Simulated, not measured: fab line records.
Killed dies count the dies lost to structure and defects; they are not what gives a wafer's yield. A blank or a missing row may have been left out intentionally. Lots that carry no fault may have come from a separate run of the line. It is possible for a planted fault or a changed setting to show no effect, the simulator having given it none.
Matching of chambers || flow n5_finfet || 3 sister chambers for N5_BEOL_M1_PRE_CLEAN_60 on cvd_co-02
The step time 15 s. 6 wafers are shown with their chamber, then 12 later ones without.

== EACH WAFER AND ITS CHAMBER ==
{"wafer": "L088.4", "chamber": 2, "heater_power_w (W)": 91}
{"wafer": "L089.3", "chamber": 2, "heater_power_w (W)": 93}
{"wafer": "L089.4", "chamber": 0, "heater_power_w (W)": 88}
{"wafer": "L091.2", "chamber": 1, "heater_power_w (W)": 77}
{"wafer": "L091.4", "chamber": 1, "heater_power_w (W)": 77}
{"wafer": "L091.5", "chamber": 0, "heater_power_w (W)": 89}

== WAFERS MISSING THEIR CHAMBER ==
{"wafer": "L093.1", "heater_power_w (W)": 89}
{"wafer": "L093.2", "heater_power_w (W)": 90}
{"wafer": "L093.6", "heater_power_w (W)": 87}
{"wafer": "L094.2", "heater_power_w (W)": 78}
{"wafer": "L094.3", "heater_power_w (W)": 92}
{"wafer": "L094.6", "heater_power_w (W)": 90}
{"wafer": "L096.1", "heater_power_w (W)": 86}
{"wafer": "L096.2", "heater_power_w (W)": 78}
{"wafer": "L096.5", "heater_power_w (W)": 90}
{"wafer": "L097.1", "heater_power_w (W)": 77}
{"wafer": "L097.2", "heater_power_w (W)": 87}
{"wafer": "L097.4", "heater_power_w (W)": 86}

== CHAMBER TAKEN BY EACH ==
{"wafer": "L093.1", "from the rows above": 0, "in truth": 0}
{"wafer": "L093.2", "from the rows above": "can't be placed: 0 or 2", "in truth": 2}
{"wafer": "L093.6", "from the rows above": 0, "in truth": 0}
{"wafer": "L094.2", "from the rows above": 1, "in truth": 1}
{"wafer": "L094.3", "from the rows above": 2, "in truth": 2}
{"wafer": "L094.6", "from the rows above": "can't be placed: 0 or 2", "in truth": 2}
{"wafer": "L096.1", "from the rows above": 0, "in truth": 0}
{"wafer": "L096.2", "from the rows above": 1, "in truth": 1}
{"wafer": "L096.5", "from the rows above": "can't be placed: 0 or 2", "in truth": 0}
{"wafer": "L097.1", "from the rows above": 1, "in truth": 1}
{"wafer": "L097.2", "from the rows above": 0, "in truth": 0}
{"wafer": "L097.4", "from the rows above": 0, "in truth": 0}
Correctly placed: 9 of 12. Can't be placed from these rows: 3 (the true chamber is among the candidates in 3). 0 placed wrongly.
How it was worked out, from the rows above alone: a wafer's distance from a chamber is the root of the sum, over the readings, of the square of ((its reading less the chamber's mean) divided by the reading's scatter). The wafer belongs to the nearest chamber; if the next one is less than 2 further off, it can't be placed. A chamber's mean is the mean of its shown wafers. The scatter: take each reading less its chamber's mean, square it, sum over the shown wafers, divide by the number of wafers less the number of chambers, and take the root.
